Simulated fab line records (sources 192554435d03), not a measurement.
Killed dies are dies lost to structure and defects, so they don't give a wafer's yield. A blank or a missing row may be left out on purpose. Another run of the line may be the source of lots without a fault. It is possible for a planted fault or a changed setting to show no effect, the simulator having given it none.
Chamber matching | flow n5Finfet | 4 sister chambers for N5_GATE_CUT_STRIP_59 on rieDiel-01
The step strips in N2/H2, time 20 s. 27 wafers are shown with their chamber, then 12 later ones without.

## WAFERS, EACH WITH ITS CHAMBER
wafer  | chamber | showerheadPlenumPTorr (Torr) | drypumpMotorCurrentA (A) | oesProductAu (a.u.)
L075.3 | 1       | 3.37                         | 5.9                      | 0.73
L075.4 | 3       | 3.31                         | 6.2                      | 0.94
L075.6 | 1       | 3.37                         | 5.8                      | 0.73
L076.3 | 2       | 3.21                         | 6.1                      | 0.72
L076.4 | 1       | 3.36                         | 5.8                      | 0.73
L076.6 | 1       | 3.36                         | 5.8                      | 0.73
L077.3 | 0       | 3.52                         | 5.2                      | 0.73
L077.4 | 1       | 3.36                         | 5.8                      | 0.73
L077.6 | 1       | 3.36                         | 5.8                      | 0.73
L079.3 | 0       | 3.52                         | 5.3                      | 0.74
L079.4 | 3       | 3.31                         | 6.2                      | 0.92
L079.6 | 1       | 3.36                         | 5.9                      | 0.72
L080.1 | 3       | 3.30                         | 6.2                      | 0.92
L080.4 | 0       | 3.52                         | 5.2                      | 0.74
L080.6 | 0       | 3.52                         | 5.2                      | 0.74
L083.1 | 3       | 3.30                         | 6.2                      | 0.91
L083.2 | 0       | 3.51                         | 5.2                      | 0.73
L083.5 | 2       | 3.21                         | 6.1                      | 0.71
L085.2 | 1       | 3.35                         | 5.8                      | 0.71
L085.4 | 3       | 3.30                         | 6.3                      | 0.91
L085.6 | 2       | 3.21                         | 6.1                      | 0.71
L088.2 | 0       | 3.51                         | 5.2                      | 0.72
L088.5 | 3       | 3.30                         | 6.3                      | 0.90
L088.6 | 2       | 3.20                         | 6.1                      | 0.71
L090.2 | 1       | 3.35                         | 5.9                      | 0.72
L090.3 | 0       | 3.51                         | 5.2                      | 0.72
L090.4 | 3       | 3.30                         | 6.3                      | 0.89

SIGNATURES (averages over the wafers above)
reading               | chamber 0 | chamber 1 | chamber 2 | chamber 3 | scatter within a chamber
showerheadPlenumPTorr | 3.5157    | 3.3600    | 3.2075    | 3.3029    | 0.00586
drypumpMotorCurrentA  | 5.214     | 5.833     | 6.100     | 6.243     | 0.0446
oesProductAu          | 0.7314    | 0.7256    | 0.7125    | 0.9129    | 0.0105
Rule: a wafer's distance from a chamber is the root of the sum, over the readings, of the square of ((its reading less the chamber's mean) divided by the reading's scatter). If the next closest chamber is less than 2 further off than the closest, the wafer can't be placed; otherwise it belongs to the closest. How the scatter is found: for the shown wafers, subtract from each reading the mean of its chamber, square and add these, divide the total by (wafers less chambers), then take the root.

## WAFERS WITH NO CHAMBER GIVEN
wafer  | showerheadPlenumPTorr (Torr) | drypumpMotorCurrentA (A) | oesProductAu (a.u.)
L094.4 | 3.35                         | 5.9                      | 0.71
L094.5 | 3.35                         | 5.8                      | 0.71
L094.6 | 3.20                         | 6.1                      | 0.70
L095.2 | 3.20                         | 6.1                      | 0.70
L095.4 | 3.29                         | 6.2                      | 0.88
L095.5 | 3.50                         | 5.2                      | 0.70
L096.1 | 3.29                         | 6.2                      | 0.88
L096.2 | 3.20                         | 6.1                      | 0.70
L096.4 | 3.35                         | 5.8                      | 0.71
L097.4 | 3.20                         | 6.1                      | 0.69
L097.5 | 3.20                         | 6.1                      | 0.70
L097.6 | 3.34                         | 5.9                      | 0.70

## CHAMBER TAKEN BY EACH
wafer  | from the rows above | in truth
L094.4 | 1                   | 1
L094.5 | 1                   | 1
L094.6 | 2                   | 2
L095.2 | 2                   | 2
L095.4 | 3                   | 3
L095.5 | 0                   | 0
L096.1 | 3                   | 3
L096.2 | 2                   | 2
L096.4 | 1                   | 1
L097.4 | 2                   | 2
L097.5 | 2                   | 2
L097.6 | 1                   | 1
Correctly placed: 12 of 12. Number that these rows cannot place: 0. Number placed wrongly: 0.
